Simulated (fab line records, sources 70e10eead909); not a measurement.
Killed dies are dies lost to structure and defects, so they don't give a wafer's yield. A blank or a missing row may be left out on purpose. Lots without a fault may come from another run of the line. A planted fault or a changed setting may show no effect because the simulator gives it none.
Chamber matching | flow nand_harc | NHARC_A_BONDPAD_ETCH_34 on rie_diel-02: 4 sister chambers
The step etches the open film in N2/H2, target depth 60 nm, overetch 18 nm, time 65.91 s. 4 wafers are shown with their chamber, then 7 later ones without.

WAFERS WITH THEIR CHAMBER
wafer  | chamber | showerhead_plenum_p_Torr (Torr)
L088.2 | 1       | 2.11
L089.3 | 0       | 1.95
L090.2 | 2       | 1.90
L090.3 | 3       | 2.00

WAFERS WITHOUT THEIR CHAMBER
wafer  | showerhead_plenum_p_Torr (Torr)
L090.5 | 2.00
L091.3 | 2.00
L091.5 | 1.90
L091.6 | 2.00
L096.1 | 2.10
L096.3 | 1.99
L096.5 | 1.90

WHICH CHAMBER EACH WENT THROUGH
wafer  | from the rows above | in truth
L090.5 | 3                   | 3
L091.3 | 3                   | 3
L091.5 | 2                   | 2
L091.6 | 3                   | 3
L096.1 | 1                   | 1
L096.3 | 3                   | 3
L096.5 | 2                   | 2
Placed correctly: 7 of 7. Can't be placed from these rows: 0. Placed wrongly: 0.
How it was worked out, from the rows above alone: a wafer's distance from a chamber is the root of the sum, over the readings, of the square of ((its reading less the chamber's mean) divided by the reading's scatter). The wafer belongs to the nearest chamber; if the next one is less than 2 further off, it can't be placed. A chamber's mean is the mean of its shown wafers. The scatter: with one shown wafer a chamber, the root of the mean of the squares of how far each hidden wafer lies from its nearest shown one.
